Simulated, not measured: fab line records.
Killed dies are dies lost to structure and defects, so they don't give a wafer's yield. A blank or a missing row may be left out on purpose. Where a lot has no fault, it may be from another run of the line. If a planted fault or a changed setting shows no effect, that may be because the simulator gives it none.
A lot that was struck, set against a sound lot    flow n5_finfet    39 out of 1938 route steps
Sound: wafers L830.4, L830.5, L830.6. Struck: wafer L836.5 (left out: L836.3, L836.6 of the same lot, which were not struck); the cause appears at the end.
For every step that has rows: the tool of each side, followed by ch and its chambers, followed by its first start. Under that, the readings that differ: sound wafers    struck wafers    difference of the means    sigmas: that difference in standard deviations of wafers without a fault.
alike: readings with means less than 2 such deviations apart, plus words and numbers identical on both sides. not compared: withheld readings, readings lacking a value on some wafer, bounds such as >300 that could conceal the same value, and numbers that have no deviation in the record and whose values overlap.
The two part at a step that has a row with sigmas, a row that says differs or no value, or rows on one side only. When numbers do not overlap yet have no deviation, they are printed without sigmas and do not part them. Lack of a reading on every wafer of one side parts them only where that side has two or more wafers.

first, 9 steps without rows for these wafers: N5_SDB_CMP_30 (polishes, stops on poly-Si, t overpolish 1.54 s, target thk 30 nm); N5_DUMMY_REMOVAL_HM_STRIP_01 (strips SiNx in CH3F/O2, stops on poly-Si, target depth 4 nm, time 6.8 s); N5_DUMMY_REMOVAL_STRIP_10 (strips in N2/H2, time 40 s); N5_DUMMY_REMOVAL_PRECLEAN_07 (cleans in dHF, time 30 s); N5_DUMMY_REMOVAL_DUMMY_REMOVE_02 (chemistry TMAH, target poly-Si, stops on SiO2, target depth 142 nm, time 57 s, rinse time 30 s); N5_DUMMY_REMOVAL_PRECLEAN_08 (cleans in NF3:NH3, afs cycles 2, time 20 s, sublimation time 60 s); N5_DUMMY_REMOVAL_PRECLEAN_04 (cleans in DHF, time 37 s); N5_DUMMY_REMOVAL_SRD_05 (time 30 s); N5_HKMG_FIN_IL_REGROW_00 (material SiO2, chemistry O3, target thk 0.75 nm, time 30 s).
N5_HKMG_FIN_HK_ALD_01: deposits HfO2, target thk 1.6 nm, pulse time 3 s, purge time 3 s.
  sound on ald_hk-01 ch 0,1, day 6 15:50; struck on ald_hk-01 ch 0, day 8 02:16
reading                                       sound        struck  difference  sigmas
ald_cycles                                    30 30 30     48      +18         
model.HfO2_of_HKMG_FIN_HK_ALD_01.thk_nm (nm)  1.6 1.6 1.6  2.6     +1.0        
  alike: precursor_pulse_height_rel
then, 26 steps without rows for these wafers: N5_HKMG_FIN_HK_ANNEAL_02 (time 30 s); N5_HKMG_FIN_ALD_74 (deposits La2O3, target thk 0.5 nm, pulse time 6 s, co reactant pulse time 1 s); N5_HKMG_FIN_ALD_75 (deposits Al2O3, target thk 1 nm, co reactant pulse time 1 s); N5_HKMG_FIN_COAT_41 (time 60 s, resist thk 300 nm); N5_HKMG_FIN_COAT_42 (time 60 s, resist thk 35 nm); N5_HKMG_FIN_COAT_43 (resist thk 90 nm); N5_HKMG_FIN_EBR_45; N5_HKMG_FIN_SOFTBAKE_44 (time 60 s); N5_HKMG_FIN_EXPOSE_46 (exposes mask NDIPOLE); N5_HKMG_FIN_PEB_47 (peb time 60 s); N5_HKMG_FIN_DEVELOP_48 (develop time 30 s); N5_HKMG_FIN_DESCUM_53 (chemistry O2, time 7.9 s); N5_HKMG_FIN_ETCH_54 (etches SiARC in CF4, target depth 45.5 nm, time 75.8 s); N5_HKMG_FIN_ETCH_55 (etches SOC in N2/H2, target depth 240 nm, time 300 s); N5_HKMG_FIN_STRIP_56 (strips in N2/H2); N5_HKMG_FIN_STRIP_57 (strips in CF4); N5_HKMG_FIN_ETCH_58 (etches SOC in N2/H2, target depth 215.8 nm, time 741 s); N5_HKMG_FIN_STRIP_93 (strips SOC in N2/H2, time 20 s); N5_HKMG_FIN_WET_ETCH_76 (etches Al2O3 in dNH4OH, stops on La2O3, target depth 2.25 nm, rinse time 30 s); N5_HKMG_FIN_STRIP_60 (strips in N2/H2, time 360 s); N5_HKMG_FIN_WET_ETCH_77 (etches La2O3 in dHCl, stops on HfO2, target depth 2 nm); N5_HKMG_FIN_WET_ETCH_78 (etches Al2O3 in dNH4OH, stops on La2O3, target depth 4.5 nm, rinse time 30 s); N5_HKMG_FIN_ALD_79 (deposits TiN, target thk 1.5 nm, pulse time 1 s, purge time 3 s); N5_HKMG_FIN_CVD_62 (deposits a-Si from Si2H6, target thk 3 nm, time 20.8 s); N5_HKMG_FIN_RTA_80 (time 2 s); N5_HKMG_FIN_PRECLEAN_64 (cleans in dHF, time 30 s).
N5_HKMG_FIN_THK_MEAS_70: measures by xrf.
  struck on film_metro-01, day 8 05:59; sound on film_metro-01, day 6 19:10
reading      sound              struck  difference  sigmas
HK_THK (nm)  1.617 1.594 1.613  2.637   +1.029      +51
-- record jumps: 6 days separate the struck wafers' starts on either side; left off in module HKMG_FIN, taken up again in module BEOL_M4, whose first shown step is the route's number 1111 --
N5_BEOL_M4_RC_MEAS_101:
  sound on prober-02 ch 0, day 13 06:49; struck on prober-02 ch 0, day 14 15:12
reading          sound                 struck  difference  sigmas
DIBL_N (mV/V)    28.1 37.7 33.8        41.5    +8.3        +3
DIBL_P (mV/V)    29 40 34              42      +8          +3
EOT_N            10.41 10.51 10.48     12.37   +1.90       +17
EOT_P            10.35 10.42 10.62     12.30   +1.84       +17
IGATE_N (nA/um)  0.0148 0.0164 0.0118  0.0000  -0.0143     -5
IGATE_P (nA/um)  0.0045 0.0050 0.0036  0.0000  -0.0044     -5
IOFF_N (nA/um)   0.07 0.20 0.12        0.26    +0.13       +2
IOFF_P (nA/um)   0.12 0.28 0.16        0.37    +0.18       +3
SS_P (mV/dec)    71.6 74.0 72.5        74.5    +1.8        +2
VT_N (mV)        261 246 255           244     -10         -2
VT_P (mV)        -260 -247 -254        -239    +15         +4
  alike: ION_N, ION_P, SS_N
-- a jump in the record: the struck wafers' starts before and after are 5 days apart (it breaks off in module BEOL_M4 and resumes in module PASSIVATION, where the first step shown is number 1936 of the route) --
N5_PASSIVATION_PROBE_49:
  record: rows for the struck wafers here (prober-01, day 19 04:19), none for the sound ones

WHERE THEY PART
At N5_HKMG_FIN_THK_MEAS_70 first; at N5_PASSIVATION_PROBE_49 last (within this record only).

WHY: what the simulator had put in
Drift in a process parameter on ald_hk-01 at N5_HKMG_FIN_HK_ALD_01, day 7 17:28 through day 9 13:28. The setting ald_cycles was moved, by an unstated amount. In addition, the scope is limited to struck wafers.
